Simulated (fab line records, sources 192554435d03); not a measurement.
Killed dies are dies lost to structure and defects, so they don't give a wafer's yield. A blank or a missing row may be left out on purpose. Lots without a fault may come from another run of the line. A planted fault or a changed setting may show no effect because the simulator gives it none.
Split-lot experiment | flow n5_finfet | 7 lots, 39 wafers read, on a route of 1938 steps

THE SPLIT
At N5_BEOL_M7_ILD_DEP_00 (deposits SiCOH lowk from DEMS/porogen, target thk 179.75 nm, time 33.4 s), the setting time_s was moved away from the recipe's 33.4 s on 18 of the 39 wafers read, by -50.3% to +43.8%. The other wafers ran this setting at the recipe's value.

FROM THE SPLIT TO THE READING: what the file shows between them, 1 step
- N5_BEOL_M7_CURE_74: cures SiCOH lowk, time 240 s

THE READING
M7_ILD_THK, in nm, at N5_BEOL_M7_THK_MEAS_01. Fault-free wafers of this fab line usually give 154.9 nm, standard deviation 1.9 nm.

wafer  | tool, chamber at the split | time_s as run, s | against the recipe | M7_ILD_THK, nm | against lot-mates on the recipe
L078.1 | pecvd-02, 2                | 43.38            | +29.9%             | 198.8          | +44.9
L078.2 | pecvd-02, 0                | 43.38            | +29.9%             | 200.5          | +46.6
L078.3 | pecvd-02, 1                | 33.4             | recipe             | 152.4          | -
L078.4 | pecvd-02, 0,1              | 33.4             | recipe             | 154.8          | -
L078.5 | pecvd-02, 2                | 43.38            | +29.9%             | 202.5          | +48.6
L078.6 | pecvd-02, 0,1              | 33.4             | recipe             | 154.6          | -
L081.1 | pecvd-02, 0                | 42.3             | +26.6%             | 194.2          | +37.5
L081.2 | pecvd-02, 1                | 33.4             | recipe             | 156.0          | -
L081.3 | pecvd-02, 2                | 42.3             | +26.6%             | 197.8          | +41.1
L081.4 | pecvd-02, 0                | 33.4             | recipe             | 156.0          | -
L081.5 | pecvd-02, 2                | 42.3             | +26.6%             | 200.0          | +43.3
L081.6 | pecvd-02, 1                | 33.4             | recipe             | 158.1          | -
L083.2 | pecvd-01, 0                | 33.4             | recipe             | 153.2          | -
L083.4 | pecvd-01, 1                | 33.4             | recipe             | 155.9          | -
L083.5 | pecvd-01, 0                | 33.4             | recipe             | 155.5          | -
L086.1 | pecvd-01, 2                | 28.22            | -15.5%             | 128.7          | -24.7
L086.2 | pecvd-01, 1                | 33.4             | recipe             | 151.7          | -
L086.3 | pecvd-01, 0                | 33.4             | recipe             | 152.9          | -
L086.4 | pecvd-01, 2                | 33.4             | recipe             | 155.5          | -
L086.5 | pecvd-01, 0                | 28.22            | -15.5%             | 131.9          | -21.5
L086.6 | pecvd-01, 1                | 28.22            | -15.5%             | 129.8          | -23.6
L089.1 | pecvd-04, 2                | 16.61            | -50.3%             | 80.0           | -76.6
L089.2 | pecvd-04, 1,2              | 33.4             | recipe             | 157.2          | -
L089.3 | pecvd-04, 0                | 33.4             | recipe             | 155.5          | -
L089.4 | pecvd-04, 1                | 16.61            | -50.3%             | 82.1           | -74.5
L089.5 | pecvd-04, 0                | 16.61            | -50.3%             | 81.0           | -75.6
L089.6 | pecvd-04, 1,2              | 33.4             | recipe             | 157.2          | -
L095.1 | pecvd-01, 1                | 33.4             | recipe             | 154.8          | -
L095.2 | pecvd-01, 2                | 33.4             | recipe             | 156.3          | -
L095.3 | pecvd-01, 0                | 23.42            | -29.9%             | 110.2          | -45.8
L095.4 | pecvd-01, 2                | 23.42            | -29.9%             | 112.9          | -43.1
L095.5 | pecvd-01, 0                | 33.4             | recipe             | 156.8          | -
L095.6 | pecvd-01, 1                | 23.42            | -29.9%             | 111.4          | -44.6
L096.1 | pecvd-04, 1                | 48.02            | +43.8%             | 219.0          | +65.1
L096.2 | pecvd-04, 0                | 33.4             | recipe             | 152.8          | -
L096.3 | pecvd-04, 2                | 48.02            | +43.8%             | 220.9          | +67.0
L096.4 | pecvd-04, 2                | 48.02            | +43.8%             | 224.6          | +70.7
L096.5 | pecvd-04, 1                | 33.4             | recipe             | 154.7          | -
L096.6 | pecvd-04, 0                | 33.4             | recipe             | 154.3          | -
Where a row lists several chambers, the file gives one row for several wafers and doesn't say which wafer went through which chamber.

THE FIT
A straight line over all 39 wafers: M7_ILD_THK changes by +1.5 nm for each +1% of time_s; r = +1.00; the points scatter about the line by 2 nm.
The same after taking each lot's own level away (the mean of its wafers on the recipe; 39 wafers): +1.52 nm for each +1%; r = +1.00; scatter 1.5 nm.
On that fit, the largest move of time_s shifts the reading by 76 nm.
The lots' own levels span 153.37 to 156.70 nm, that is 1.8 times the standard deviation above.
So the lot-to-lot level changes the slope little: the two slopes agree.
Check: with one of the wafers moved furthest among these (-50.3%) left out of the fit, the line predicts -76 nm for it against its lot-mates. It came out at -76.6 nm against them.

THE WHOLE CHAIN: every reading that the file lists as answering this split, in the file's order
step                   | what it does                                                             | reading                                                                                  | change (the file's fit)              | r (the file's)
N5_BEOL_M7_ILD_DEP_00  | deposits SiCOH lowk from DEMS/porogen, target thk 179.75 nm, time 33.4 s | SiCOH_lowk_of_BEOL_M7_ILD_DEP_00.thk_nm (the simulator's own value, which no gauge read) | +1.75 nm for each +1% of the setting | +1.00
N5_BEOL_M7_CURE_74     | cures SiCOH lowk, time 240 s                                             | SiCOH_lowk_of_BEOL_M7_ILD_DEP_00.thk_nm (the simulator's own value, which no gauge read) | +1.52 nm for each +1% of the setting | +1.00
N5_BEOL_M7_THK_MEAS_01 |                                                                          | M7_ILD_THK                                                                               | +1.52 for each +1% of the setting    | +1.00

THE FILE'S OWN FIT
M7_ILD_THK changes by +1.52 nm for each +1% of time_s, r = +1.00.
